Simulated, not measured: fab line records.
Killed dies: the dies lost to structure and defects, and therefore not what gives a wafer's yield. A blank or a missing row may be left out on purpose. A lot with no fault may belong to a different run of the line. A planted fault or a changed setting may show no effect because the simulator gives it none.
A struck lot beside a sound one :: flow n5_finfet :: 19 out of 1938 route steps
Sound: wafers L660.1, L660.5, L660.6. Struck: wafers L673.3, L673.6. (L673.2 of the same lot was not struck and is left out.) The cause comes at the end.
Order at every step that has rows: each side's tool, ch and its chambers, its first start. Under that, the readings that differ: sound wafers :: struck wafers :: difference of the means :: sigmas: that difference in standard deviations of wafers without a fault.
alike: readings with means less than 2 such deviations apart, plus words and numbers identical on both sides. not compared: withheld readings, readings lacking a value on some wafer, bounds such as >300 that could conceal the same value, and numbers that have no deviation in the record and whose values overlap.
The two part at a step that has a row with sigmas, a row that says differs or no value, or rows on one side only. Non-overlapping numbers with no deviation appear without sigmas and do not part them. A reading that every wafer of one side lacks parts them only if that side has two wafers or more.

N5_BEOL_M3_INSPECT_30: inspects for defects (brightfield).
  sound on defect_inspect-02 at day 7 07:26; struck on defect_inspect-02 at day 10 12:42
  alike: raw_defect_count
N5_BEOL_M3_DESCUM_33: chemistry O2, time 7 s.
  sound on rie_diel-05 ch 2,3, day 7 07:29; struck on rie_diel-04 ch 1,3, day 10 12:44
  alike: drypump_motor_current_A, oes_product_au, rf_fwd_power_W, rf_vpp_V, showerhead_plenum_p_Torr, throttle_valve_pct
  not compared: rf_hours_counter_h
N5_BEOL_M3_ETCH_77: etches underlayer in N2/H2, target depth 6.5 nm, time 5.2 s.
  sound on rie_diel-05 ch 2,3, day 7 07:31; struck on rie_diel-04 ch 1,3, day 10 12:46
  alike: drypump_motor_current_A, etch_rf_on_time_s, oes_product_au, rf_fwd_power_W, rf_vpp_V, showerhead_plenum_p_Torr, throttle_valve_pct
  not compared: rf_hours_counter_h
then, 3 steps without rows for these wafers: N5_BEOL_M3_ETCH_69 (etches SiARC in CF4, target depth 15.6 nm, time 26 s); N5_BEOL_M3_ALD_98 (deposits SiO2, target thk 2.5 nm, pulse time 1 s, co reactant pulse time 1 s); N5_BEOL_M3_ETCHBACK_99 (etches SiO2 in CHF3, target depth 5 nm, time 10.4 s).
N5_BEOL_M3_ETCH_70: etches SOC in N2/H2, target depth 80 nm, overetch 16 nm, time 120 s.
  sound on rie_diel-01 ch 1,2, day 7 20:25; struck on rie_diel-01 ch 2,3, day 10 16:07
  alike: drypump_motor_current_A, oes_product_au, rf_fwd_power_W, rf_vpp_V, run_length_s, showerhead_plenum_p_Torr, throttle_valve_pct
  not compared: rf_hours_counter_h
then, 4 steps without rows for these wafers: N5_BEOL_M3_STRIP_71 (strips in N2/H2); N5_BEOL_M3_STRIP_78 (strips in N2/H2); N5_BEOL_M3_VIA_ETCH_34 (etches the open film in C4F6/O2, target depth 69.4 nm, time 65.9 s); N5_BEOL_M3_STRIP_83 (strips in C4F6/O2).
N5_BEOL_M3_STRIP_36: strips in N2/H2.
  sound on rie_diel-01 ch 1,2, day 7 20:39; struck on rie_diel-01 ch 2,3, day 10 16:17
  alike: drypump_motor_current_A, oes_product_au, rf_vpp_V, showerhead_plenum_p_Torr, throttle_valve_pct
  not compared: rf_hours_counter_h
N5_BEOL_M3_TRENCH_ETCH_37: etches SiOC in C4F6/O2, target depth 55.555 nm, time 29.2 s.
  sound on rie_diel-01 ch 1,2, day 7 20:43; struck on rie_diel-01 ch 2,3, day 10 16:20
reading: rf_fwd_power_W (W)
sound: 351.7 350.3 350.9
struck: - -
difference: no value on the struck wafers
sigmas: 

reading: run_length_s (s)
sound: 53.0 52.0 53.4
struck: 50.1 50.5
difference: -2.5
sigmas: -6

reading: model.etch.depth_nm (nm)
sound: 54.92 54.97 55.24
struck: 51.2 50.37
difference: -4.3
sigmas: 

reading: model.BEOL_M3.feature_depth_nm (nm)
sound: 55 55 55.2
struck: 51.2 50.4
difference: -4.3
sigmas: 
  alike: drypump_motor_current_A, oes_f_703_au, oes_product_au, rf_vpp_V, showerhead_plenum_p_Torr, throttle_valve_pct
  not compared: rf_hours_counter_h
then, 1 step without rows for these wafers: N5_BEOL_M3_ETCH_41 (etches SiCN in CH3F/O2, target depth 29.9 nm, time 52.5 s).
N5_BEOL_M3_STRIP_97: strips in N2/H2, time 10 s.
  sound on rie_diel-01 ch 1,2; struck on rie_diel-01 ch 2,3
reading: rf_vpp_V (V)
sound: 58.0 58.4 59.1
struck: 61.0 60.0
difference: +2.0
sigmas: +2
  alike: drypump_motor_current_A, oes_product_au, showerhead_plenum_p_Torr, throttle_valve_pct
  not compared: rf_hours_counter_h
N5_BEOL_M3_OCD_MEAS_38:
  sound on ocd-02 at day 7 20:56; struck on ocd-01 at day 10 16:29
reading: trench_depth_nm (nm)
sound: 55.6 54.9 54.8
struck: 51.5 50.0
difference: -4.4
sigmas: -5
then, 1 step without rows for these wafers: N5_BEOL_M3_HM_STRIP_39 (strips TiN in peroxide tin strip, target depth 25 nm, time 158 s).
N5_BEOL_M4_RC_MEAS_101:
  sound on prober-02 ch 0, day 8 15:58; struck on prober-02 ch 0, day 11 11:45
  alike: DIBL_N, DIBL_P, IOFF_N, IOFF_P, ION_N, ION_P, SS_N, SS_P, VT_N, VT_P
following that, these wafers have no rows for 1 step: N5_PASSIVATION_PROBE_49.

## WHERE THEY PART
At N5_BEOL_M3_TRENCH_ETCH_37 first; at N5_BEOL_M3_OCD_MEAS_38 last (within this record only). Later steps at which nothing parts them and some readings are alike: N5_BEOL_M4_RC_MEAS_101.

WHY: whatever the simulator had introduced
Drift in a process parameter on rie_diel-01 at N5_BEOL_M3_TRENCH_ETCH_37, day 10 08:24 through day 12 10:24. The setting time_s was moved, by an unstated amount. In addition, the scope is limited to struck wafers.
